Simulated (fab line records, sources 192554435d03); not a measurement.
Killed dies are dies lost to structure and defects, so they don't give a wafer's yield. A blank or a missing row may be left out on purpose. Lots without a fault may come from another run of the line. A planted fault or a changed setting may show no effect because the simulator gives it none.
Which tool did it? | flow n5_finfet | 24 lots, 72 wafers sampled, at 6 steps of a route of 1938

WHAT THE GAUGES READ, wafer by wafer
N5_PMOS_HMC_CHANNEL_EPI_INSPECT_30: inspects for defects (darkfield). Usual: raw_defect_count 19, standard deviation 7.3.
lot  | measured    | on                | raw_defect_count | flag
L074 | day 1 20:31 | defect_inspect-01 | 27 13 20         |
L075 | day 2 02:20 | defect_inspect-02 | 6 14 13          |
L076 | day 2 08:34 | defect_inspect-02 | 17 18 19         |
L077 | day 2 14:44 | defect_inspect-01 | 22 12 18         |
L078 | day 2 20:32 | defect_inspect-02 | 12 28 12         |
L079 | day 3 02:55 | defect_inspect-01 | 15 15 8          |
L080 | day 3 08:35 | defect_inspect-02 | 22 9 15          |
L081 | day 3 14:02 | defect_inspect-02 | 21 21 12         |
L082 | day 3 20:49 | defect_inspect-02 | 15 40 21         |
L083 | day 4 01:55 | defect_inspect-02 | 14 15 32         |
L084 | day 4 08:04 | defect_inspect-01 | 27 28 34         |
L085 | day 4 13:58 | defect_inspect-02 | 14 22 18         |
L086 | day 4 19:49 | defect_inspect-01 | 11 20 14         |
L087 | day 5 01:58 | defect_inspect-02 | 21 15 19         |
L088 | day 5 07:58 | defect_inspect-01 | 21 21 14         |
L089 | day 5 14:15 | defect_inspect-01 | 20 13 12         |
L090 | day 5 20:26 | defect_inspect-02 | 26 24 17         |
L091 | day 6 02:04 | defect_inspect-01 | 38 23 27         |
L092 | day 6 08:13 | defect_inspect-01 | 20 11 16         |
L093 | day 6 14:56 | defect_inspect-02 | 29 16 26         |
L094 | day 6 20:06 | defect_inspect-02 | 37 16 32         |
L095 | day 7 02:07 | defect_inspect-01 | 13 19 13         |
L096 | day 7 08:04 | defect_inspect-01 | 13 18 12         |
L097 | day 7 14:21 | defect_inspect-01 | 21 10 28         |

N5_FIN_CUT_CD_MEAS_08: target cd 29.1 nm. Usual: cd_nm 29.10 nm, standard deviation 0.2.
lot  | measured    | on        | cd_nm (nm)        | flag
L074 | day 2 03:01 | cd_sem-03 | 29.27 29.19 29.08 |
L075 | day 2 08:28 | cd_sem-01 | 29.07 29.02 29.13 |
L076 | day 2 14:31 | cd_sem-03 | 29.19 28.98 28.92 |
L077 | day 2 20:46 | cd_sem-02 | 29.27 29.27 29.18 |
L078 | day 3 02:32 | cd_sem-03 | 28.91 29.06 29.12 |
L079 | day 3 09:59 | cd_sem-03 | 28.80 28.74 28.83 |
L080 | day 3 14:42 | cd_sem-03 | 28.93 29.08 29.11 |
L081 | day 3 21:34 | cd_sem-01 | 29.12 29.12 29.28 |
L082 | day 4 02:52 | cd_sem-02 | 28.74 29.09 29.39 |
L083 | day 4 08:17 | cd_sem-03 | 28.88 28.86 28.93 |
L084 | day 4 15:44 | cd_sem-01 | 28.95 28.85 29.41 |
L085 | day 4 20:36 | cd_sem-02 | 28.66 29.04 29.32 |
L086 | day 5 05:14 | cd_sem-02 | 29.55 29.13 29.20 |
L087 | day 5 12:46 | cd_sem-03 | 28.52 29.20 29.17 |
L088 | day 5 14:17 | cd_sem-01 | 29.46 28.67 29.11 |
L089 | day 5 21:28 | cd_sem-03 | 28.89 29.19 28.95 |
L090 | day 6 03:41 | cd_sem-03 | 29.29 29.23 29.19 |
L091 | day 6 08:26 | cd_sem-01 | 28.84 28.81 29.44 |
L092 | day 6 14:05 | cd_sem-03 | 29.02 29.03 29.21 |
L093 | day 6 21:25 | cd_sem-01 | 29.29 29.23 29.37 |
L094 | day 7 02:10 | cd_sem-01 | 28.88 29.02 29.27 |
L095 | day 7 08:29 | cd_sem-01 | 29.09 28.95 29.24 |
L096 | day 7 14:08 | cd_sem-03 | 29.28 29.52 29.10 |
L097 | day 7 21:17 | cd_sem-01 | 28.85 29.17 29.11 |

N5_STI_FIN_REVEAL_THK_MEAS_05. Usual: thk_nm 131.8 nm, standard deviation 1.3.
lot  | measured    | on            | thk_nm (nm)       | flag
L074 | day 2 10:03 | film_metro-02 | 134.6 132.8 136.0 |
L075 | day 2 14:56 | film_metro-02 | 131.6 130.2 131.7 |
L076 | day 2 22:15 | film_metro-02 | 130.6 131.0 130.6 |
L077 | day 3 03:14 | film_metro-01 | 132.6 133.2 132.1 |
L078 | day 3 09:31 | film_metro-01 | 132.1 131.2 132.2 |
L079 | day 3 16:52 | film_metro-01 | 129.1 131.7 130.2 |
L080 | day 3 21:56 | film_metro-02 | 132.3 133.5 134.3 |
L081 | day 4 04:16 | film_metro-02 | 131.6 131.7 133.1 |
L082 | day 4 09:20 | film_metro-01 | 131.1 133.0 131.6 |
L083 | day 4 15:13 | film_metro-01 | 131.3 132.2 132.0 |
L084 | day 4 22:58 | film_metro-01 | 131.0 131.7 131.7 |
L085 | day 5 03:37 | film_metro-02 | 130.2 130.5 130.9 |
L086 | day 5 11:55 | film_metro-01 | 130.4 130.8 129.7 |
L087 | day 5 20:22 | film_metro-01 | 130.9 132.3 132.9 |
L088 | day 5 21:01 | film_metro-02 | 132.8 130.9 130.4 |
L089 | day 6 04:44 | film_metro-02 | 133.2 132.9 132.5 |
L090 | day 6 10:08 | film_metro-02 | 129.1 131.0 131.7 |
L091 | day 6 14:58 | film_metro-01 | 131.5 130.2 130.4 |
L092 | day 6 20:37 | film_metro-01 | 132.4 131.1 130.8 |
L093 | day 7 04:31 | film_metro-01 | 130.3 132.2 131.7 |
L094 | day 7 08:40 | film_metro-01 | 130.8 131.7 131.7 |
L095 | day 7 14:56 | film_metro-02 | 131.0 131.3 129.9 |
L096 | day 7 20:55 | film_metro-01 | 133.8 131.2 134.7 |
L097 | day 8 04:04 | film_metro-01 | 132.7 131.2 130.6 |

WHICH TOOL RAN EACH LOT (tool, then ch and the chambers of the sampled wafers, then the start)
lot  | N5_FIN_SAQP_PECVD_47           | N5_FIN_SAQP_MANDREL_ETCH_58     | N5_FIN_CUT_CUT_ETCH_28
L074 | pecvd-04 ch 0,1, day 1 21:29   | rie_si-05 ch 1,3, day 2 00:38   | rie_si-03 ch 1,2, day 2 03:58
L075 | pecvd-04 ch 0,2, day 2 03:01   | rie_si-04 ch 0,1,3, day 2 06:02 | rie_si-02 ch 0,1,3, day 2 09:16
L076 | pecvd-01 ch 0,1, day 2 09:14   | rie_si-05 ch 0,1,3, day 2 12:11 | rie_si-03 ch 1,2,3, day 2 15:20
L077 | pecvd-01 ch 0,2, day 2 15:29   | rie_si-06 ch 0,1,3, day 2 18:30 | rie_si-02 ch 0,2,3, day 2 21:35
L078 | pecvd-01 ch 0,1, day 2 21:13   | rie_si-06 ch 0,1,3, day 3 00:10 | rie_si-01 ch 0,1,2, day 3 03:21
L079 | pecvd-04 ch 0,1,2, day 3 03:37 | rie_si-06 ch 0,1,2, day 3 07:44 | rie_si-03 ch 1,2, day 3 11:08
L080 | pecvd-04 ch 1,2, day 3 09:15   | rie_si-06 ch 1,3, day 3 12:08   | rie_si-01 ch 1,3, day 3 15:31
L081 | pecvd-01 ch 0,1,2, day 3 15:30 | rie_si-06 ch 0,3, day 3 18:27   | rie_si-02 ch 1,3, day 3 22:34
L082 | pecvd-04 ch 0,2, day 3 21:29   | rie_si-06 ch 1,3, day 4 00:29   | rie_si-01 ch 0,2,3, day 4 03:40
L083 | pecvd-04 ch 0,2, day 4 02:35   | rie_si-04 ch 1,3, day 4 05:56   | rie_si-03 ch 1,2, day 4 09:05
L084 | pecvd-04 ch 0,1,2, day 4 08:43 | rie_si-04 ch 0,2,3, day 4 13:06 | rie_si-03 ch 1,3, day 4 17:19
L085 | pecvd-02 ch 0,1,2, day 4 14:47 | rie_si-05 ch 0,1,2, day 4 18:21 | rie_si-01 ch 0,1,2, day 4 21:25
L086 | pecvd-02 ch 0,1,2, day 4 20:29 | rie_si-05 ch 0,2,3, day 5 00:19 | rie_si-03 ch 1,2,3, day 5 06:02
L087 | pecvd-02 ch 0,2, day 5 06:17   | rie_si-05 ch 0,1,3, day 5 10:10 | rie_si-02 ch 1,2, day 5 13:41
L088 | pecvd-01 ch 0,1,2, day 5 08:37 | rie_si-05 ch 0,2, day 5 11:44   | rie_si-01 ch 0,2,3, day 5 15:05
L089 | pecvd-01 ch 1,2, day 5 14:56   | rie_si-05 ch 1,2, day 5 18:36   | rie_si-02 ch 0,2, day 5 22:47
L090 | pecvd-02 ch 0,2, day 5 21:53   | rie_si-05 ch 0,1,2, day 6 01:15 | rie_si-01 ch 1,2,3, day 6 04:29
L091 | pecvd-04 ch 0,2, day 6 02:56   | rie_si-06 ch 0,1,2, day 6 06:04 | rie_si-01 ch 0,2,3, day 6 09:14
L092 | pecvd-04 ch 0,1,2, day 6 08:54 | rie_si-05 ch 1,3, day 6 11:44   | rie_si-01 ch 0,2,3, day 6 14:54
L093 | pecvd-01 ch 0,1,2, day 6 15:39 | rie_si-04 ch 1,2, day 6 18:52   | rie_si-01 ch 1,2,3, day 6 22:38
L094 | pecvd-02 ch 0,2, day 6 20:46   | rie_si-04 ch 1,2,3, day 6 23:38 | rie_si-03 ch 0,2,3, day 7 02:58
L095 | pecvd-01 ch 0,1,2, day 7 02:55 | rie_si-04 ch 0,2,3, day 7 06:00 | rie_si-03 ch 2,3, day 7 09:17
L096 | pecvd-04 ch 0,1,2, day 7 08:44 | rie_si-04 ch 0,2,3, day 7 11:44 | rie_si-03 ch 0,2,3, day 7 15:08
L097 | pecvd-04 ch 1,2, day 7 15:50   | rie_si-04 ch 0,1,2, day 7 18:46 | rie_si-02 ch 0,2, day 7 22:13
- N5_FIN_SAQP_PECVD_47: deposits a-Si from SiH4/He, target thk 45 nm, time 36.3 s.
- N5_FIN_SAQP_MANDREL_ETCH_58: etches a-Si in HBr/Cl2, stops on SiNx, target depth 45 nm, bt time 10 s, time 27 s.
- N5_FIN_CUT_CUT_ETCH_28: etches Si in HBr/Cl2/O2, target depth 6 nm, time 2.4 s.

WHAT THE TOOLS THEMSELVES READ (means of the sampled wafers that have a number; where no wafer has one, the mark that the record gives instead)
N5_FIN_SAQP_PECVD_47. Usual: heater_power_w 806 W, standard deviation 65; rf_fwd_power_W 99.1 W, standard deviation 0.36; showerhead_plenum_p_Torr 5.67 Torr, standard deviation 0.057; throttle_valve_pct 18.3 %, standard deviation 0.61.
lot  | tool     | heater_power_w (W) | rf_fwd_power_W (W) | showerhead_plenum_p_Torr (Torr) | throttle_valve_pct (%) | flag
L074 | pecvd-04 | 747                | 99.4               | 5.70                            | 18.2                   |
L075 | pecvd-04 | 742                | 99.3               | 5.59                            | 18.3                   |
L076 | pecvd-01 | 847                | 98.5               | 5.65                            | 18.3                   |
L077 | pecvd-01 | 856                | 99.1               | 5.66                            | 18.8                   |
L078 | pecvd-01 | 905                | 98.4               | 5.65                            | 18.2                   |
L079 | pecvd-04 | 782                | 99.4               | 5.65                            | 18.4                   |
L080 | pecvd-04 | 764                | 99.2               | 5.65                            | 18.4                   |
L081 | pecvd-01 | 829                | 98.8               | 5.65                            | 18.1                   |
L082 | pecvd-04 | 794                | 99.3               | 5.60                            | 18.4                   |
L083 | pecvd-04 | 705                | 99.2               | 5.60                            | 18.5                   |
L084 | pecvd-04 | 754                | 99.3               | 5.66                            | 18.2                   |
L085 | pecvd-02 | 855                | 99.2               | 5.70                            | 18.4                   |
L086 | pecvd-02 | 845                | 99.4               | 5.70                            | 18.3                   |
L087 | pecvd-02 | 828                | 99.1               | 5.74                            | 18.0                   |
L088 | pecvd-01 | 827                | 99.3               | 5.65                            | 18.3                   |
L089 | pecvd-01 | 872                | 98.9               | 5.67                            | 17.8                   |
L090 | pecvd-02 | 845                | 99.3               | 5.74                            | 18.1                   |
L091 | pecvd-04 | 762                | 99.2               | 5.60                            | 18.6                   |
L092 | pecvd-04 | 754                | 98.8               | 5.65                            | 18.4                   |
L093 | pecvd-01 | 851                | 98.9               | 5.66                            | 18.5                   |
L094 | pecvd-02 | 907                | 98.9               | 5.74                            | 18.1                   |
L095 | pecvd-01 | 864                | 98.8               | 5.66                            | 18.3                   |
L096 | pecvd-04 | 758                | 99.5               | 5.64                            | 18.5                   |
L097 | pecvd-04 | 771                | 98.9               | 5.66                            | 18.6                   |

N5_FIN_SAQP_MANDREL_ETCH_58. Usual: drypump_motor_current_A 5.7 A, standard deviation 0.44; oes_product_au 0.688 a.u., standard deviation 0.012; rf_fwd_power_W 794 W, standard deviation 3.5; throttle_valve_pct 35.47 %, standard deviation 0.28.
lot  | tool      | drypump_motor_current_A (A) | oes_product_au (a.u.) | rf_fwd_power_W (W) | throttle_valve_pct (%) | flag
L074 | rie_si-05 | 6.1                         | 0.686                 | 795                | 35.37                  |
L075 | rie_si-04 | 5.7                         | 0.689                 | 796                | 35.61                  |
L076 | rie_si-05 | 6.2                         | 0.679                 | 790                | 35.34                  |
L077 | rie_si-06 | 5.2                         | 0.690                 | 793                | 35.47                  |
L078 | rie_si-06 | 5.2                         | 0.695                 | 797                | 35.48                  |
L079 | rie_si-06 | 5.1                         | 0.692                 | 797                | 35.46                  |
L080 | rie_si-06 | 5.2                         | 0.697                 | 801                | 35.48                  |
L081 | rie_si-06 | 5.3                         | 0.690                 | 795                | 35.68                  |
L082 | rie_si-06 | 5.2                         | 0.694                 | 799                | 35.48                  |
L083 | rie_si-04 | 5.5                         | 0.689                 | 795                | 35.39                  |
L084 | rie_si-04 | 5.8                         | 0.696                 | 794                | 35.53                  |
L085 | rie_si-05 | 6.2                         | 0.674                 | 792                | 35.32                  |
L086 | rie_si-05 | 6.0                         | 0.684                 | 794                | 35.50                  |
L087 | rie_si-05 | 6.2                         | 0.682                 | 789                | 35.32                  |
L088 | rie_si-05 | 5.9                         | 0.683                 | 796                | 35.50                  |
L089 | rie_si-05 | 5.9                         | 0.671                 | 796                | 35.35                  |
L090 | rie_si-05 | 6.1                         | 0.685                 | 794                | 35.31                  |
L091 | rie_si-06 | 5.1                         | 0.696                 | 794                | 35.24                  |
L092 | rie_si-05 | 6.1                         | 0.687                 | 791                | 35.38                  |
L093 | rie_si-04 | 5.7                         | 0.679                 | 796                | 35.36                  |
L094 | rie_si-04 | 5.6                         | 0.680                 | 794                | 35.37                  |
L095 | rie_si-04 | 5.8                         | 0.688                 | 793                | 35.54                  |
L096 | rie_si-04 | 5.8                         | 0.692                 | 792                | 35.53                  |
L097 | rie_si-04 | 5.8                         | 0.683                 | 796                | 35.57                  |

N5_FIN_CUT_CUT_ETCH_28. Usual: drypump_motor_current_A 5.8 A, standard deviation 0.51; oes_product_au 1.009 a.u., standard deviation 0.012; throttle_valve_pct 37.01 %, standard deviation 0.27.
lot  | tool      | drypump_motor_current_A (A) | oes_product_au (a.u.) | throttle_valve_pct (%) | flag
L074 | rie_si-03 | 5.3                         | 0.997                 | 36.73                  |
L075 | rie_si-02 | 5.6                         | 1.005                 | 36.77                  |
L076 | rie_si-03 | 5.5                         | 1.002                 | 36.85                  |
L077 | rie_si-02 | 5.8                         | 1.013                 | 36.82                  |
L078 | rie_si-01 | 6.0                         | 1.003                 | 37.07                  |
L079 | rie_si-03 | 5.3                         | 1.007                 | 36.72                  |
L080 | rie_si-01 | 6.6                         | 1.017                 | 37.22                  |
L081 | rie_si-02 | 5.8                         | 1.001                 | 36.91                  |
L082 | rie_si-01 | 6.0                         | 1.013                 | 37.20                  |
L083 | rie_si-03 | 5.3                         | 1.005                 | 36.73                  |
L084 | rie_si-03 | 5.9                         | 1.016                 | 36.86                  |
L085 | rie_si-01 | 6.0                         | 1.006                 | 37.07                  |
L086 | rie_si-03 | 5.5                         | 1.010                 | 36.86                  |
L087 | rie_si-02 | 5.6                         | 1.000                 | 37.12                  |
L088 | rie_si-01 | 6.0                         | 1.010                 | 37.20                  |
L089 | rie_si-02 | 5.5                         | 1.013                 | 36.68                  |
L090 | rie_si-01 | 6.4                         | 1.011                 | 37.22                  |
L091 | rie_si-01 | 6.0                         | 1.006                 | 37.20                  |
L092 | rie_si-01 | 6.0                         | 1.008                 | 37.20                  |
L093 | rie_si-01 | 6.4                         | 1.009                 | 37.22                  |
L094 | rie_si-03 | 5.6                         | 1.013                 | 37.09                  |
L095 | rie_si-03 | 5.4                         | 1.016                 | 37.01                  |
L096 | rie_si-03 | 5.7                         | 1.018                 | 37.09                  |
L097 | rie_si-02 | 5.6                         | 1.012                 | 36.92                  |

THE ANSWER, worked out from the rows above alone
Rule: a lot is off if the mean of its wafers that have a number lies more than 3 standard deviations from the usual mean. A lot without any number at a reading at which 4 lots or more have one is off too. The other lots that the step has rows for count as sound. The gauges are gone through in route order, then the tools' own readings, and for those a lot's mean is taken as printed above. The first step at which some lot is off is used, and at that step the reading that is off furthest; a lot without a number counts as furthest.
No lot is off at any reading shown: from this, nothing can be told.

WHAT THE SIMULATOR HAD PUT IN
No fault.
